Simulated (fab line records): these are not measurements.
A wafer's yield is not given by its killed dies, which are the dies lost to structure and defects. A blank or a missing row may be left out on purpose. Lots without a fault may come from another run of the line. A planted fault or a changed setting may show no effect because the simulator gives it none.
Chamber matching -- flow n5_finfet -- rie_diel-05 running N5_SD_EPI_N_ETCH_35: 4 sister chambers
The step etches SOC in N2/H2, overetch 108 nm, time 486 s. 4 wafers are shown with their chamber, then 8 later ones without.

WAFERS WITH THEIR CHAMBER
wafer,chamber,drypump_motor_current_A (A)
L082.4,0,6.0
L083.1,3,5.8
L083.4,1,5.3
L086.2,2,5.3

WAFERS MISSING THEIR CHAMBER
wafer,drypump_motor_current_A (A)
L086.4,6.0
L086.6,5.3
L091.1,5.8
L091.2,5.3
L091.6,5.8
L096.4,5.9
L096.5,5.3
L096.6,6.0

WHICH CHAMBER EACH ONE RAN IN
wafer,from the rows above,in truth
L086.4,0,0
L086.6,can't be placed: 1 or 2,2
L091.1,3,3
L091.2,can't be placed: 1 or 2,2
L091.6,3,3
L096.4,can't be placed: 0 or 3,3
L096.5,can't be placed: 1 or 2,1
L096.6,0,0
4 of 8 placed correctly. Cannot be placed on the basis of these rows: 4; the candidates contain the true chamber in 4. Number placed wrongly: 0.
How it was worked out, from the rows above alone: a wafer's distance from a chamber is the root of the sum, over the readings, of the square of ((its reading less the chamber's mean) divided by the reading's scatter). The wafer belongs to the nearest chamber; if the next one is less than 2 further off, it can't be placed. Each chamber's mean is taken over the wafers shown for it. The scatter: with one shown wafer a chamber, the root of the mean of the squares of how far each hidden wafer lies from its nearest shown one.
